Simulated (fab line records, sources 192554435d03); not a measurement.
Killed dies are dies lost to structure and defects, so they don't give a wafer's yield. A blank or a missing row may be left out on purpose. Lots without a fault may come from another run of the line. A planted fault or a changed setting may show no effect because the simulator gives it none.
fab line records | flow n5_finfet
record lots=10 wafers=29 last_day=18
route steps=1938 shown BEOL_M8@1368 PASSIVATION@1936
lots that met no fault: from a run of the same line without faults
start_h: hours from the record's first day to the start of the lot's first wafer shown | wait_h: hours since the lot's step before | " the same as in the row above | L1.1+2: a row that stands for several wafers | - no value, or no start given | * or withheld: withheld | < > ~ a bound
route shown NAME@n: a module of which the file shows steps, and the number in the route of the first | usual: mean/standard deviation of fault-free wafers | same: alike in all rows | chamber/n: place in a boat | sites: the reading at each site | _std_site: their standard deviation | _edge_site: outer sites' mean less inner sites' | radius_mm: how far each site lies from the wafer's centre | mask NAME#n: copy n | behind: the tool/chamber that last shaped the wafer | hold: why the lot was held/for how many hours/how that ended | device: the transistor (n, p or np) that didn't switch | end of line: the same wafers' tests at the end of the route | a step without rows: its recipe alone | killed: dies lost to structure and defects at the first sort, not the wafer's yield | map: a wafer's dies, x killed, . not, _ none there
set.NAME: the setting as run; set.NAME@STEP: as run at that earlier step | model.NAME: the simulator's own value behind a step, which no gauge read
steps of the route over a sample of lots; a table a step, a row a wafer
services: from which hour (start_h, from the record's first day; less than 0 if before it) a tool's chamber was out of use, for how many hours, and why
## steps
# step N5_BEOL_M8_DESCUM_33
# recipe chemistry=O2 time_s=7 source_power_w=50 bias_power_w=20 pressure_mtorr=20 rf_frequency_hz=2.712e+07 temp_c=40 resist=CAR-EUV o2_flow_sccm=225
# usual drypump_motor_current_A=5.5/0.48 oes_product_au=0.81/0.093 rf_vpp_V=243.3/1.4 showerhead_plenum_p_Torr=2.11/0.083 throttle_valve_pct=20.43/0.2
# columns lot.wafer tool chamber start_h wait_h drypump_motor_current_A oes_product_au rf_hours_counter_h rf_vpp_V showerhead_plenum_p_Torr throttle_valve_pct
L646.1 rie_diel-01 3 207.87 0.0 5.9 0.75 137 244.5 2.10 20.64
L646.3 " 1 " " 5.1 0.70 229 241.4 1.97 20.57
L646.5 " 2 " " 5.0 0.97 - 245.5 2.25 20.49
L648.1 rie_diel-03 1 211.80 0.0 6.3 0.72 193 241.0 1.99 20.26
L648.2 " 2 " " 6.2 0.72 192 243.0 2.07 20.41
L648.4 " 3 " " 4.8 0.76 129 241.7 2.12 20.71
L651.2 rie_diel-04 2 234.83 0.0 5.7 0.78 130 242.2 2.02 20.46
L651.3 " 1 " " 6.2 0.70 207 243.1 2.08 20.60
L651.4 " 3 " " 5.4 0.95 15 243.9 2.14 20.14
L652.1 rie_diel-03 1 238.48 0.0 6.3 0.72 201 241.9 1.99 20.27
L652.2 " 3 " " 4.8 0.75 137 242.0 2.12 20.72
L652.4 " 2 " " 6.2 0.71 200 243.2 2.06 20.42
L653.1 rie_diel-01 2 259.22 0.0 5.0 0.92 29 244.9 2.24 20.53
L653.3 " 3 " " 5.9 0.74 157 242.6 2.10 20.66
L653.4 " 2 " " 5.0 0.93 - 245.5 2.24 20.51
L654.1 rie_diel-01 3 259.68 0.3 5.9 0.73 157 242.8 2.10 20.66
L654.4 " 2 " " 5.0 0.92 - 244.8 2.24 20.50
L662.3 rie_diel-01 2 317.10 0.0 5.0 0.89 49 242.9 2.23 20.54
L662.4 " 0 " " 5.7 0.77 141 241.9 2.02 20.29
L662.6 " 2 " " 5.0 0.88 - 245.2 2.23 20.54
L665.4 rie_diel-04 1 321.83 0.0 6.2 0.69 235 242.4 2.07 20.63
L665.5 " 0 " " 5.5 0.90 - 244.1 2.13 20.09
L665.6 " 1 " " 6.2 0.68 - 242.4 2.07 20.62
L664.3 rie_diel-01 1 325.97 0.0 5.1 0.92 18 244.3 2.22 20.24
L664.4 " 3 " " 5.9 0.72 180 243.5 2.09 20.69
L664.5 " 3 " " 5.9 0.72 - 242.7 2.09 20.68
L668.1 rie_diel-01 2 345.92 0.3 5.0 0.87 59 244.8 2.23 20.56
L668.2 " 3 " " 5.9 0.72 188 243.2 2.08 20.70
L668.4 " 1 " " 5.1 0.91 25 246.1 2.22 20.24
# step N5_BEOL_M8_ETCH_72
# recipe chemistry=N2/H2 target=underlayer target_depth_a=65 mask_material=CAR-EUV time_s=5.2 ion_energy_ev=200 pressure_mtorr=30 source_w=840 bias_w=150 n2_flow_sccm=200 h2_flow_sccm=200 ends=cleared
# usual drypump_motor_current_A=5.6/0.49 etch_rf_on_time_s=5.20/0.12 h2_flow_sccm=200.0/0.55 oes_product_au=0.69/0.081 rf_vpp_V=524/3 showerhead_plenum_p_Torr=2.56/0.096 throttle_valve_pct=17.83/0.21
# columns lot.wafer tool chamber start_h wait_h drypump_motor_current_A etch_rf_on_time_s h2_flow_sccm oes_product_au rf_hours_counter_h rf_vpp_V showerhead_plenum_p_Torr throttle_valve_pct
L646.1 rie_diel-01 3 207.91 0.0 5.9 5.29 199.4 0.65 137 524 2.54 18.09
L646.3 " 1 " " 5.1 5.17 199.5 0.61 229 519 2.43 18.19
L646.5 " 2 " " 5.0 5.20 199.5 0.82 - 526 2.70 17.69
L648.1 rie_diel-03 1 211.83 0.0 6.4 5.32 200.3 0.62 193 521 2.44 17.81
L648.2 " 2 " " 6.2 5.40 200.4 0.60 192 524 2.51 17.85
L648.4 " 3 " " 4.8 5.34 199.7 0.64 129 524 2.54 17.85
L651.2 rie_diel-04 2 234.86 0.0 5.7 5.09 199.2 0.68 130 521 2.45 17.91
L651.3 " 1 " " 6.2 5.30 199.7 0.60 207 523 2.54 18.12
L651.4 " 3 " " 5.4 4.94 200.0 0.82 15 527 2.59 17.47
L652.1 rie_diel-03 1 238.51 0.0 6.4 5.17 200.1 0.62 201 519 2.44 17.86
L652.2 " 3 " " 4.8 5.14 201.7 0.65 137 524 2.54 17.90
L652.4 " 2 " " 6.2 5.28 200.1 0.60 200 522 2.51 17.86
L653.1 rie_diel-01 2 259.25 0.0 5.0 5.17 200.1 0.79 29 528 2.69 17.73
L653.3 " 3 " " 5.9 5.33 200.0 0.63 157 522 2.53 18.10
L653.4 " 2 " " 5.0 5.24 199.7 0.77 - 531 2.69 17.72
L654.1 rie_diel-01 3 259.71 0.0 5.9 5.28 199.4 0.64 157 524 2.53 18.09
L654.4 " 2 " " 5.0 5.22 199.3 0.79 - 527 2.69 17.73
L662.3 rie_diel-01 2 317.14 0.0 5.0 5.21 199.1 0.75 49 526 2.68 17.75
L662.4 " 0 " " 5.7 5.29 200.8 0.65 141 521 2.44 17.72
L662.6 " 2 " " 5.0 5.18 200.1 0.76 - 528 2.68 17.75
L665.4 rie_diel-04 1 321.87 0.0 6.2 5.23 199.8 0.58 235 523 2.53 18.14
L665.5 " 0 " " 5.5 4.95 200.4 0.77 - 524 2.59 17.49
L665.6 " 1 " " 6.2 5.26 199.8 0.58 - 522 2.53 18.17
L664.3 rie_diel-01 1 326.00 0.0 5.1 5.13 200.4 0.79 18 528 2.73 17.82
L664.4 " 3 " " 5.9 5.34 199.2 0.62 180 524 2.53 18.12
L664.5 " 3 " " 5.9 5.34 198.4 0.61 - 523 2.52 18.11
L668.1 rie_diel-01 2 345.95 0.0 5.0 5.23 200.1 0.73 59 529 2.68 17.77
L668.2 " 3 " " 5.9 5.34 200.3 0.62 188 524 2.52 18.15
L668.4 " 1 " " 5.1 5.19 200.1 0.78 25 529 2.73 17.81
# step N5_BEOL_M8_CURE_75
# recipe temp_c=370 time_s=120 ambient=DMADMS/He material=SiCOH_lowk
# usual lamp_power_pct=52.31/0.055 run_length_s=177.9/0.49 wafer_temp_C_max=371.8/0.47
# columns lot.wafer tool chamber start_h wait_h lamp_power_pct run_length_s wafer_temp_C_max
L646.1 uv_cure-02 1 208.50 0.0 52.32 177.0 371.5
L646.3 " 1 " " 52.30 177.2 371.8
L646.5 " 1 " " 52.40 177.6 372.0
L648.1 uv_cure-01 1 212.42 0.0 52.29 177.6 371.4
L648.2 " 1 " " 52.41 178.3 371.1
L648.4 " 1 " " 52.27 177.4 371.4
L651.2 uv_cure-01 2 235.50 0.1 52.23 178.8 371.0
L651.3 " 2 " " 52.18 178.3 371.5
L651.4 " 2 " " 52.25 178.1 371.2
L652.1 uv_cure-01 1 239.10 0.0 52.33 207.1 371.1
L652.2 " 1 " " 52.34 177.7 371.2
L652.4 " 1 " " 52.34 177.7 370.6
L653.1 uv_cure-01 2 260.09 0.3 52.34 207.2 371.6
L653.3 " 2 " " 52.30 178.3 372.0
L653.4 " 2 " " 52.30 177.7 371.3
L654.1 uv_cure-01 0 260.69 0.4 52.33 206.9 371.2
L654.4 " 0 " " 52.35 177.1 371.2
L662.3 uv_cure-03 1 317.82 0.1 52.26 177.5 371.5
L662.4 " 1 " " 52.33 177.6 371.4
L662.6 " 1 " " 52.35 177.5 371.6
L665.4 uv_cure-01 0 322.61 0.2 52.28 177.7 371.4
L665.5 " 0 " " 52.42 177.4 371.4
L665.6 " 0 " " 52.41 177.4 371.8
L664.3 uv_cure-02 2 326.69 0.1 52.31 178.3 371.6
L664.4 " 2 " " 52.34 178.3 371.6
L664.5 " 2 " " 52.20 179.0 371.8
L668.1 uv_cure-01 1 346.54 0.0 52.39 177.4 371.0
L668.2 " 1 " " 52.21 177.5 371.6
L668.4 " 1 " " 52.28 177.6 370.9
# step N5_BEOL_M8_SPUTTER_48
# recipe material=Cu target_thk_a=100 temp_c=-20 bias_v=60 power_w=26000 chamber_pressure_pa=0.13 time_s=1.667
# usual susceptor_temp_C=-19.99/0.1 throttle_valve_pct=30.0/1.2
# columns lot.wafer tool chamber start_h wait_h susceptor_temp_C throttle_valve_pct
L646.1 pvd_sputter-02 - 209.59 0.1 -20.00 29.7
L646.3 " - " " -19.96 29.2
L646.5 " - " " -19.96 29.4
L648.1 pvd_sputter-03 - 214.14 0.1 -20.00 29.3
L648.2 " - " " -20.11 28.7
L648.4 " - " " -19.98 30.4
L651.2 pvd_sputter-03 - 236.76 0.3 -19.94 28.9
L651.3 " - " " -19.91 30.1
L651.4 " - " " -20.14 29.2
L652.1 pvd_sputter-02 - 240.45 0.3 -20.03 29.5
L652.2 " - " " -19.88 32.8
L652.4 " - " " -20.11 29.2
L653.1 pvd_sputter-01 - 261.84 0.3 -19.94 30.1
L653.3 " - " " -19.92 28.9
L653.4 " - " " -20.22 28.9
L654.1 pvd_sputter-01 - 262.22 0.1 -19.89 30.5
L654.4 " - " " -20.16 30.2
L662.3 pvd_sputter-03 - 319.35 0.1 -19.74 30.2
L662.4 " - " " -20.08 28.9
L662.6 " - " " -20.21 28.7
L665.4 pvd_sputter-02 - 323.78 0.1 -19.90 33.1
L665.5 " - " " -19.94 29.5
L665.6 " - " " -20.13 29.9
L664.3 pvd_sputter-01 - 327.93 0.1 -19.90 29.0
L664.4 " - " " -20.14 30.6
L664.5 " - " " -19.97 30.6
L668.1 pvd_sputter-01 - 348.06 0.1 -19.85 30.5
L668.2 " - " " -19.98 29.2
L668.4 " - " " -20.12 30.2
# step N5_PASSIVATION_PROBE_49
# usual defect_limited_yield=91.7/1.2 killed_at_M0_to_M3=33/9.5 killed_at_M4_up=13/4.9 killed_at_contacts=13/6.6 killed_at_front_end=36/11 killed_at_other=3.0/2.6 killed_dies=97/14 killed_open=65/11 killed_short=31/6.6 sort_bin_5_function=4.8/0.82 sort_bin_6_memory=3.1/0.58 sort_bin_8_speed=0.00/0.02 sort_n_pass=1083/14 sort_yield_pct=91.7/1.2
# same gross_dies=1180 killed_at_back_side=0 sort_bin_4_leakage[%]=0
# columns lot.wafer tool chamber start_h wait_h defect_limited_yield[%] killed_at_M0_to_M3 killed_at_M4_up killed_at_contacts killed_at_front_end killed_at_other killed_dies killed_open killed_short sort_bin_5_function[%] sort_bin_6_memory[%] sort_bin_8_speed[%] sort_n_pass sort_yield_pct[%]
L648.1 prober-01 - 279.64 0.0 91.4 51 9 13 27 1 101 59 42 5.5 2.8 0 1079 91.4
L648.2 prober-01 - 279.69 0.1 90.9 47 9 19 28 4 107 77 26 5.4 3.6 0 1073 90.9
L648.4 prober-01 - 279.79 0.2 93.6 30 10 14 15 7 76 52 20 3.6 2.7 0 1104 93.6
L652.1 prober-01 - 301.21 0.0 90.3 43 15 14 40 3 115 75 39 5.6 3.9 0 1065 90.3
L652.2 prober-01 - 301.26 0.1 91.4 35 17 18 30 2 102 67 33 5.0 3.5 0 1078 91.4
L652.4 prober-01 - 301.36 0.2 92.1 41 17 12 19 4 93 62 30 4.7 3.1 0 1087 92.1
L651.2 prober-02 - 302.36 0.1 93.7 24 12 7 31 0 74 45 29 3.7 2.3 0 1106 93.7
L651.3 prober-02 - 302.41 0.1 90.4 26 20 24 41 2 113 84 26 5.4 3.4 0 1067 90.4
L651.4 prober-02 - 302.46 0.2 93.2 29 11 16 23 1 80 53 27 4.1 2.4 0 1100 93.2
L654.1 prober-01 - 324.25 0.0 92.6 35 10 6 36 0 87 69 15 4.4 2.8 0 1093 92.6
L653.1 prober-01 - 329.16 0.0 91.9 30 17 9 38 1 95 68 24 4.1 3.6 0 1085 91.9
L653.3 prober-01 - 329.26 0.1 91.9 33 11 19 27 5 95 65 29 4.4 3.4 0 1085 91.9
L653.4 prober-01 - 329.31 0.2 92.1 39 7 10 33 4 93 65 28 4.7 2.8 0 1087 92.1
L662.3 prober-02 - 381.54 0.1 90.4 40 9 23 39 2 113 74 38 5.3 3.9 0 1067 90.4
L662.4 prober-02 - 381.59 0.2 91.1 34 16 23 32 0 105 73 32 5.8 2.6 0 1075 91.1
L662.6 prober-02 - 381.69 0.3 91.0 36 11 18 41 0 106 81 24 5.3 3.1 0 1074 91.0
L664.3 prober-01 - 392.08 0.1 89.9 40 12 17 44 6 119 77 39 5.7 4.0 0 1061 89.9
L664.4 prober-01 - 392.13 0.2 92.0 19 25 8 37 5 94 56 35 4.6 2.9 0.08 1085 91.9
L664.5 prober-01 - 392.18 0.2 90.3 35 11 10 57 2 115 78 37 6.9 2.8 0 1065 90.3
L665.4 prober-01 - 404.79 0.2 91.0 41 9 19 37 0 106 75 30 5.4 3.3 0 1074 91.0
L665.5 prober-01 - 404.84 0.2 92.8 28 14 23 19 1 85 64 20 4.2 2.7 0 1095 92.8
L665.6 prober-01 - 404.89 0.3 92.2 39 11 10 31 1 92 61 30 4.9 2.6 0 1088 92.2
# killed by level:class
L648.1 BEOL_M3:geometric_particle:open=15 BEOL_M0_SAQP:geometric_particle:short=10 MOL_CONTACT_COAG:geometric_particle:open=8 BEOL_M1:geometric_particle:open=8 STI_FIN_REVEAL:geometric_particle:open=5 BEOL_M0_SAQP:geometric_particle:open=5 MOL_CONTACT_COAG:geometric_particle:short=5 FIN_SAQP:geometric_particle:short=4
L648.2 BEOL_M0_SAQP:geometric_particle:open=17 MOL_CONTACT_COAG:geometric_particle:open=16 STI_FIN_REVEAL:geometric_particle:open=14 BEOL_M0_SAQP:geometric_particle:short=8 BEOL_M3:geometric_particle:open=7 FIN_SAQP:geometric_particle:short=4 BEOL_M1:geometric_particle:open=4 BEOL_M4:geometric_particle:open=4
L648.4 BEOL_M1:geometric_particle:open=14 MOL_CONTACT_COAG:geometric_particle:open=11 BEOL_M0_SAQP:geometric_particle:short=6 STI_FIN_REVEAL:geometric_particle:open=5 BEOL_M4:geometric_particle:open=4 BEOL_M3:geometric_particle:open=3 STARTING-WAFER:geometric_particle:open=3 ILD0:geometric_particle:open=2
L652.1 BEOL_M1:geometric_particle:open=10 MOL_CONTACT_COAG:geometric_particle:open=9 BEOL_M2:geometric_particle:open=8 STI_FIN_REVEAL:geometric_particle:open=7 DUMMY_GATE:geometric_particle:open=7 BEOL_M0_SAQP:geometric_particle:short=7 FIN_SAQP:geometric_particle:open=6 BEOL_M0_SAQP:geometric_particle:open=6
L652.2 MOL_CONTACT_COAG:geometric_particle:open=12 BEOL_M1:geometric_particle:open=12 STI_FIN_REVEAL:geometric_particle:open=9 MOL_CONTACT_COAG:geometric_particle:short=6 BEOL_M1:geometric_particle:short=6 BEOL_M5:geometric_particle:open=6 BEOL_M3:geometric_particle:open=5 FIN_SAQP:geometric_particle:open=4
L652.4 BEOL_M2:geometric_particle:open=11 MOL_CONTACT_COAG:geometric_particle:open=10 BEOL_M3:geometric_particle:open=8 BEOL_M5:geometric_particle:open=8 BEOL_M1:geometric_particle:open=6 BEOL_M1:geometric_particle:short=5 DUMMY_GATE:geometric_particle:open=4 BEOL_M0_SAQP:geometric_particle:short=4
L651.2 MOL_CONTACT_COAG:geometric_particle:open=6 BEOL_M0_SAQP:geometric_particle:short=6 BEOL_M2:geometric_particle:open=6 STI_FIN_REVEAL:geometric_particle:open=5 BEOL_M0_SAQP:geometric_particle:open=5 DUMMY_GATE:geometric_particle:open=4 ILD0:geometric_particle:short=4 BEOL_M5:geometric_particle:open=4
L651.3 MOL_CONTACT_COAG:geometric_particle:open=22 BEOL_M4:geometric_particle:open=14 STI_FIN_REVEAL:geometric_particle:open=10 FIN_SAQP:geometric_particle:short=7 BEOL_M2:geometric_particle:open=6 BEOL_M3:geometric_particle:open=6 STARTING-WAFER:geometric_particle:open=6 FIN_SAQP:geometric_particle:open=4
L651.4 MOL_CONTACT_COAG:geometric_particle:open=11 STI_FIN_REVEAL:geometric_particle:open=6 BEOL_M0_SAQP:geometric_particle:open=6 BEOL_M0:geometric_particle:short=6 MOL_CONTACT_COAG:geometric_particle:short=5 BEOL_M2:geometric_particle:open=5 BEOL_M1:geometric_particle:open=4 BEOL_M0_SAQP:geometric_particle:short=3
L654.1 STI_FIN_REVEAL:geometric_particle:open=14 BEOL_M2:geometric_particle:open=11 BEOL_M1:geometric_particle:open=8 DUMMY_GATE:geometric_particle:open=6 MOL_CONTACT_COAG:geometric_particle:open=6 BEOL_M0_SAQP:geometric_particle:open=6 GATE_CUT:geometric_particle:open=4 BEOL_M0_SAQP:geometric_particle:short=3
L653.1 FIN_SAQP:geometric_particle:open=12 BEOL_M2:geometric_particle:open=11 BEOL_M4:geometric_particle:open=7 STI_FIN_REVEAL:geometric_particle:open=7 MOL_CONTACT_COAG:geometric_particle:open=7 FIN_SAQP:geometric_particle:short=5 BEOL_M0_SAQP:geometric_particle:open=4 BEOL_M0_SAQP:geometric_particle:short=4
L653.3 MOL_CONTACT_COAG:geometric_particle:open=15 BEOL_M2:geometric_particle:open=7 BEOL_M0_SAQP:geometric_particle:open=6 BEOL_M0_SAQP:geometric_particle:short=6 BEOL_M8:geometric_particle:open=6 FIN_SAQP:geometric_particle:short=5 STI_FIN_REVEAL:geometric_particle:open=5 BEOL_M0:geometric_particle:open=5
L653.4 FIN_SAQP:geometric_particle:open=10 BEOL_M3:geometric_particle:open=10 MOL_CONTACT_COAG:geometric_particle:open=8 BEOL_M2:geometric_particle:open=8 BEOL_M0_SAQP:geometric_particle:short=7 BEOL_M0_SAQP:geometric_particle:open=6 BEOL_M0:geometric_particle:open=5 FIN_SAQP:geometric_particle:short=4
L662.3 MOL_CONTACT_COAG:geometric_particle:open=19 FIN_SAQP:geometric_particle:open=15 BEOL_M0_SAQP:geometric_particle:short=13 BEOL_M0_SAQP:geometric_particle:open=11 FIN_SAQP:geometric_particle:short=7 BEOL_M1:geometric_particle:open=6 STI_FIN_REVEAL:geometric_particle:open=5 MOL_CONTACT_COAG:geometric_particle:short=4
L662.4 MOL_CONTACT_COAG:geometric_particle:open=15 STI_FIN_REVEAL:geometric_particle:open=12 BEOL_M2:geometric_particle:open=12 BEOL_M1:geometric_particle:open=9 MOL_CONTACT_COAG:geometric_particle:short=8 BEOL_M3:geometric_particle:open=7 STARTING-WAFER:geometric_particle:short=5 FIN_SAQP:geometric_particle:short=4
L662.6 MOL_CONTACT_COAG:geometric_particle:open=15 STI_FIN_REVEAL:geometric_particle:open=12 FIN_SAQP:geometric_particle:open=11 BEOL_M3:geometric_particle:open=8 BEOL_M0:geometric_particle:open=7 BEOL_M5:geometric_particle:open=6 BEOL_M0_SAQP:geometric_particle:open=5 BEOL_M2:geometric_particle:open=5
L664.3 BEOL_M2:geometric_particle:open=13 MOL_CONTACT_COAG:geometric_particle:open=12 STI_FIN_REVEAL:geometric_particle:open=11 BEOL_M0_SAQP:geometric_particle:short=9 BEOL_M0_SAQP:geometric_particle:open=6 FIN_SAQP:geometric_particle:open=5 GATE_CUT:geometric_particle:short=5 MOL_CONTACT_COAG:geometric_particle:short=5
L664.4 BEOL_M4:geometric_particle:open=10 STI_FIN_REVEAL:geometric_particle:open=9 FIN_SAQP:geometric_particle:short=6 BEOL_M0_SAQP:geometric_particle:short=6 GATE_CUT:geometric_particle:short=5 MOL_CONTACT_COAG:geometric_particle:open=5 BEOL_M0_SAQP:geometric_particle:open=4 BEOL_M8:geometric_particle:open=4
L664.5 STI_FIN_REVEAL:geometric_particle:open=15 BEOL_M0_SAQP:geometric_particle:short=10 MOL_CONTACT_COAG:geometric_particle:open=8 BEOL_M0_SAQP:geometric_particle:open=8 FIN_SAQP:geometric_particle:open=7 FIN_SAQP:geometric_particle:short=6 GATE_CUT:geometric_particle:open=6 BEOL_M2:geometric_particle:open=6
L665.4 BEOL_M3:geometric_particle:open=17 MOL_CONTACT_COAG:geometric_particle:open=15 DUMMY_GATE:geometric_particle:open=9 BEOL_M2:geometric_particle:open=8 BEOL_M0_SAQP:geometric_particle:short=7 FIN_SAQP:geometric_particle:short=6 BEOL_M4:geometric_particle:open=6 STI_FIN_REVEAL:geometric_particle:open=4
L665.5 MOL_CONTACT_COAG:geometric_particle:open=17 BEOL_M3:geometric_particle:open=12 BEOL_M4:geometric_particle:open=8 MOL_CONTACT_COAG:geometric_particle:short=6 BEOL_M0_SAQP:geometric_particle:short=5 BEOL_M2:geometric_particle:open=5 STI_FIN_REVEAL:geometric_particle:open=4 DUMMY_GATE:geometric_particle:open=4
L665.6 BEOL_M3:geometric_particle:open=9 BEOL_M0_SAQP:geometric_particle:short=9 MOL_CONTACT_COAG:geometric_particle:open=8 BEOL_M2:geometric_particle:open=8 FIN_SAQP:geometric_particle:open=6 FIN_SAQP:geometric_particle:short=6 DUMMY_GATE:geometric_particle:open=6 BEOL_M0_SAQP:geometric_particle:open=5
## services
# columns tool chamber start_h hours kind
rie_diel-04 0 199.48 - clean
rie_diel-04 0 199.48 - consumable_replace:focus_ring
rie_diel-04 0 199.48 23.8 scheduled_down
rie_diel-04 0 199.48 23.8 vent_cycle
uv_cure-03 - 219.51 2.8 pm
uv_cure-03 - 225.37 2.1 pm
rie_diel-04 1 244.41 8.5 repair
rie_diel-03 - 245.05 0.2 repair
uv_cure-03 - 253.21 24.2 repair
rie_diel-01 1 257.18 - clean
rie_diel-01 1 257.18 - consumable_replace:focus_ring
rie_diel-01 1 257.18 - consumable_replace:showerhead
rie_diel-01 1 257.18 13.3 scheduled_down
rie_diel-01 1 257.18 13.3 vent_cycle
uv_cure-02 - 257.90 22.2 pm
uv_cure-01 - 294.40 1.0 pm
rie_diel-04 2 301.40 10.4 repair
rie_diel-04 0 305.53 5.1 repair
uv_cure-03 - 316.59 1.0 pm
uv_cure-02 - 329.30 1.0 pm
pvd_sputter-02 - 339.95 2.2 repair
rie_diel-01 3 348.02 13.9 repair
## key
first_sign step=N5_BEOL_M8_CURE_75 reading=run_length_s direction=up sigmas=59 usual=* struck=*
effect none on later readings
met_at N5_BEOL_M8_CURE_75
struck_lots L652,L653,L654
struck_wafers L652.1,L653.1,L654.1
not_acting_at N5_BEOL_M8_DESCUM_33,N5_BEOL_M8_ETCH_72,N5_BEOL_M8_SPUTTER_48
onset_between 235.50 239.10
fault kind=process_parameter_drift tool=uv_cure-01 chamber=- onset_h=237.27 steps=N5_BEOL_M8_CURE_75 channel=time_s offset=* shape=step end_h=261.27 scope=struck_wafers_only acts_in=* stated=*
